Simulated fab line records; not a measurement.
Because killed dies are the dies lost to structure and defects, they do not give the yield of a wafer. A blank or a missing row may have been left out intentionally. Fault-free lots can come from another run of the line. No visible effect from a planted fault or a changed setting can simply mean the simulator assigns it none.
A struck lot beside a sound one / flow nand harc / 14 steps out of a route of 1159
Sound: the wafers L710.1, L710.2, L710.3. Wafers L697.1, L697.2, L697.5 were the ones struck. The cause is named last.
Per side, at each step with rows, come the tool, then ch with its chambers, and then its first start. Under that, the readings that differ: sound wafers / struck wafers / difference of the means / sigmas: that difference in standard deviations of wafers without a fault.
alike: readings whose means differ by less than 2 such deviations, and words and numbers that are the same on both sides. not compared: withheld readings, readings that some wafer has no value for, bounds like >300 that may hide the same value, and numbers for which the record gives no deviation and whose values overlap.
Wherever a step has rows on one side only, a row that says differs or no value, or a row with sigmas, the two part there. Numbers that have no deviation but don't overlap get no sigmas and don't part them. Lack of a reading on every wafer of one side parts them only where that side has two or more wafers.

NHARC_A_STAIRCASE_HM_OPEN_463: chemistry O2/COS.
  sound: rie diel-13 ch 0,1,2; struck: rie diel-12 ch 0,1
  alike: bias w, drypump motor current A, oes product au, rf vpp V, showerhead plenum p Torr, throttle valve pct
  not compared: rf hours counter h
then, 2 steps without rows for these wafers: NHARC_A_STAIRCASE_STRIP_464 (strips in O2/COS); NHARC_A_STAIRCASE_ETCH_453 (etches the open film in CF4/O2, target depth 30 nm, overetch 3 nm, time 16.5 s).
NHARC_A_STAIRCASE_ETCH_315: etches the open film in C4F8/O2/Ar, target depth 2500 nm, time 607.1 s.
  sound: rie diel-13 ch 0,1,2; struck: rie diel-12 ch 0,1,2
  alike: bias w, oes product au, rf vpp V
  not compared: rf hours counter h
then, 4 steps without rows for these wafers: NHARC_A_STAIRCASE_STRIP_316 (strips in O2); NHARC_A_STAIRCASE_STRIP_317 (strips in SPM, time 900 s); NHARC_A_STAIRCASE_PRECLEAN_318 (cleans in SC1); NHARC_A_STAIRCASE_SRD_329.
NHARC_A_STAIRCASE_ALD_415: deposits SiO2, target thk 30 nm, pulse time 6 s, ald cycles 300.
  sound on ald hk-02 ch 0,2,3, day 16 15:44; struck on ald hk-02 ch 2,3, day 14 05:08
  alike: heater power w, precursor pulse height rel
NHARC_A_STAIRCASE_ETCHBACK_416: etches the open film in C4F8/O2/Ar, target depth 36 nm, time 7.2 s.
  sound: rie diel-01 ch 0,1,3; struck: rie diel-12 ch 0,1,2
  alike: bias w, oes product au, rf vpp V
  not compared: rf hours counter h
NHARC_A_STAIRCASE_STRIP_476: strips in O2, time 20 s.
  sound on rie diel-01 ch 0,1,3, day 16 17:56; struck on rie diel-12 ch 0,1,3, day 14 07:22
  alike: drypump motor current A, oes product au, rf vpp V, showerhead plenum p Torr, throttle valve pct
  not compared: rf hours counter h
NHARC_A_STAIRCASE_DEP_417: deposits Si3N4, target thk 60 nm.
  sound on pecvd-01 ch 0,1,2, day 16 18:02; struck on pecvd-01 ch 1,2, day 14 07:31
  no value came back on the struck wafers for heater power outer w (W), heater power w (W); on the sound wafers heater power outer w (W) reads 365 432 409
then, 1 step without rows for these wafers: NHARC_A_STAIRCASE_WET_418 (chemistry H3PO4, target depth 20 nm).
-- record jumps: 8 days between struck wafers' starts before vs after; left off in module A_STAIRCASE, resumes in module END, first step shown is number 1159 of the route --
NHARC_END_SORT_01:
  sound on prober-02 ch 0, day 24 05:52; struck on prober-02 ch 0, day 21 19:52
reading=killed at array; sound=27 28 25; struck=675 676 675; difference=+649; sigmas=+67
reading=killed dies; sound=31 31 28; struck=677 677 677; difference=+647; sigmas=+67
  alike: killed at other, killed at periphery, killed open, killed short

## WHERE THEY PART
First at NHARC_A_STAIRCASE_DEP_417; last, within this record, at NHARC_END_SORT_01.

WHY: what had been put in by the simulator
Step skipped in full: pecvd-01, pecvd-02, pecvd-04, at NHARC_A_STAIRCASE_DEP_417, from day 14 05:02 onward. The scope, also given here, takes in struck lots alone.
